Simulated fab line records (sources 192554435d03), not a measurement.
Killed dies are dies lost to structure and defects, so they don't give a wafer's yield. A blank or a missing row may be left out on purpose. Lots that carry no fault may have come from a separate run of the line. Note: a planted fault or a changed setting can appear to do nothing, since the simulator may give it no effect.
8D (eight disciplines) problem report, filled in by code + flow n5Finfet + the parts of the form that need people (team, actions taken, sign-off) are left out

== 1. THE PROBLEM ==
Wafers without a fault read 149 nm, standard deviation 3.8; trenchDepthNm at N5_BEOL_M10_OCD_MEAS_38 reads a mean of 209 nm on 2 wafers belonging to 2 lots. That is +16 standard deviations from the usual mean.
First seen on wafer L439.3, day 12 12:47, on ocd-02. At this step, 27 wafers from 9 lots have a number in the record. Rule for "out" (also "out of limits"): further than 4 standard deviations from the usual mean. The rest of the wafers with a number are treated as sound.

== 2. WHAT IT IS AND WHAT IT IS NOT ==
| question                    | is                | is not                                                                                 |
|-----------------------------|-------------------|----------------------------------------------------------------------------------------|
| which readings at this step | trenchDepthNm     | -                                                                                      |
| which lots                  | L439, L441        | L430, L431, L436, L437, L443, L445, L447                                               |
| which wafers of those lots  | L439.3, L441.6    | L439.1, L439.2, L441.1, L441.3                                                         |
| read on which gauges        | ocd-01, ocd-02    | -                                                                                      |
| when                        | from day 12 12:47 | up to then (14 sound wafers); but 11 sound wafers of L441, L443, L445, L447 came after |

== 3. WHAT RULES OUT EACH SUSPECT ==
Counting: any tool at a process step up to the reading remains a suspect provided it ran every lot that is out. Sound lots after the first of them don't rule it out here, since some wafers of a struck lot are sound.
- the gauge at N5_BEOL_M10_OCD_MEAS_38: ruled out. 2 gauges (ocd-01, ocd-02) read the wafers that are out.
- rieDiel-03 at N5_BEOL_M10_TRENCH_ETCH_37 (etches SiCOH lowk in C4F6/O2, target depth 148.83 nm, time 48 s): kept. It processed each lot that is out (first: L439, day 12 12:36); up to then, its last sound lot is L437 (day 12 08:29).
- rieDiel-03, N5_BEOL_M10_TRENCH_ETCH_37: wafers that are out in chamber 2, sound lot-mates in chambers 0, 1, 3.
Left after counting: rieDiel-03 at N5_BEOL_M10_TRENCH_ETCH_37.

== 4. THE CAUSE (what the simulator had put in) ==
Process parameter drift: rieDiel-03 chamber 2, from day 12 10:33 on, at N5_BEOL_M10_TRENCH_ETCH_37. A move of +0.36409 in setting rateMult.
This tool alone remained once counting was done.

== 5. SEQUENCE OF EFFECTS, ordered by route ==
Each row: a reading whose mean over the struck wafers that have a number lies more than 3 standard deviations from the usual. Only readings for which the record gives a usual standard deviation are gone through. hours: the time from each lot's start at the first step in this table that gives one to its start at this step, as a median over the lots. sigmas: the change in usual standard deviations.
| hours | step                    | reading       | usual        | on struck wafers | change | sigmas |
|-------|-------------------------|---------------|--------------|------------------|--------|--------|
| 0     | N5_BEOL_M10_OCD_MEAS_38 | trenchDepthNm | 149 nm       | 209              | +60    | +16    |
| 3     | N5_BEOL_M10_THK_MEAS_53 | M10_THK       | 140 nm       | 200              | +60    | +15    |
| 3     | N5_BEOL_M10_RS_MEAS_57  | M10_RS        | 0.150 ohm/sq | 0.102            | -0.048 | -10    |

== 6. WHAT WOULD HAVE CAUGHT IT SOONER ==
Counted from the fault's start at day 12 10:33, it took 2 hours until the first out-of-limits reading at a measuring or inspecting step in this record, taken at day 12 12:47.
Tool readings at N5_BEOL_M10_TRENCH_ETCH_37 with a usual standard deviation given in the record: none out on any struck wafer, hence no alarm at a limit of 4 standard deviations on them.
L441, from the lots that are out (2), started N5_BEOL_M10_TRENCH_ETCH_37 on rieDiel-03 later than day 12 12:47. It would have been spared by a hold on the tool at that moment.
